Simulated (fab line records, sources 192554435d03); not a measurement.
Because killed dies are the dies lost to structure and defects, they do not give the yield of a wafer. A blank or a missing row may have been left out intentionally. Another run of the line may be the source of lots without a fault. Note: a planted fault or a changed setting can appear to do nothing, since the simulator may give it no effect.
Matching of chambers + flow n5_finfet + 4 sister chambers for N5_BEOL_M10_DESCUM_16 on rie_diel-05
The step chemistry O2, time 7.9 s. 8 wafers are shown with their chamber, then 11 later ones without.

## WAFERS WITH THEIR CHAMBER
| wafer  | chamber | drypump_motor_current_A (A) | throttle_valve_pct (%) |
|--------|---------|-----------------------------|------------------------|
| L078.2 | 0       | 5.1                         | 20.34                  |
| L080.2 | 0       | 5.1                         | 20.35                  |
| L084.2 | 3       | 4.9                         | 20.26                  |
| L084.3 | 1       | 5.8                         | 20.59                  |
| L089.1 | 1       | 5.8                         | 20.62                  |
| L089.2 | 2       | 6.7                         | 20.89                  |
| L089.3 | 3       | 5.0                         | 20.27                  |
| L093.1 | 2       | 6.7                         | 20.90                  |

## WAFERS WITHOUT THEIR CHAMBER
| wafer  | drypump_motor_current_A (A) | throttle_valve_pct (%) |
|--------|-----------------------------|------------------------|
| L093.2 | 5.8                         | 20.64                  |
| L093.3 | 4.9                         | 20.31                  |
| L093.4 | 5.1                         | 20.38                  |
| L093.5 | 5.1                         | 20.40                  |
| L093.6 | 5.0                         | 20.30                  |
| L095.1 | 6.7                         | 20.90                  |
| L095.2 | 5.8                         | 20.64                  |
| L095.3 | 5.1                         | 20.39                  |
| L095.4 | 5.8                         | 20.64                  |
| L095.5 | 6.7                         | 20.93                  |
| L095.6 | 5.1                         | 20.40                  |

## CHAMBER TAKEN BY EACH
| wafer  | from the rows above     | in truth |
|--------|-------------------------|----------|
| L093.2 | 1                       | 1        |
| L093.3 | 3                       | 3        |
| L093.4 | 0                       | 0        |
| L093.5 | 0                       | 0        |
| L093.6 | can't be placed: 3 or 0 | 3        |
| L095.1 | 2                       | 2        |
| L095.2 | 1                       | 1        |
| L095.3 | 0                       | 0        |
| L095.4 | 1                       | 1        |
| L095.5 | 2                       | 2        |
| L095.6 | 0                       | 0        |
Correctly placed: 10 of 11. From these rows, 1 cannot be placed; in 1 the true chamber is one of the candidates. Placed wrongly: 0.
How it was worked out, from the rows above alone: a wafer's distance from a chamber is the root of the sum, over the readings, of the square of ((its reading less the chamber's mean) divided by the reading's scatter). If the next closest chamber is less than 2 further off than the closest, the wafer can't be placed; otherwise it belongs to the closest. For every chamber, the mean is computed from those of its wafers that are shown. The scatter: take each reading less its chamber's mean, square it, sum over the shown wafers, divide by the number of wafers less the number of chambers, and take the root.
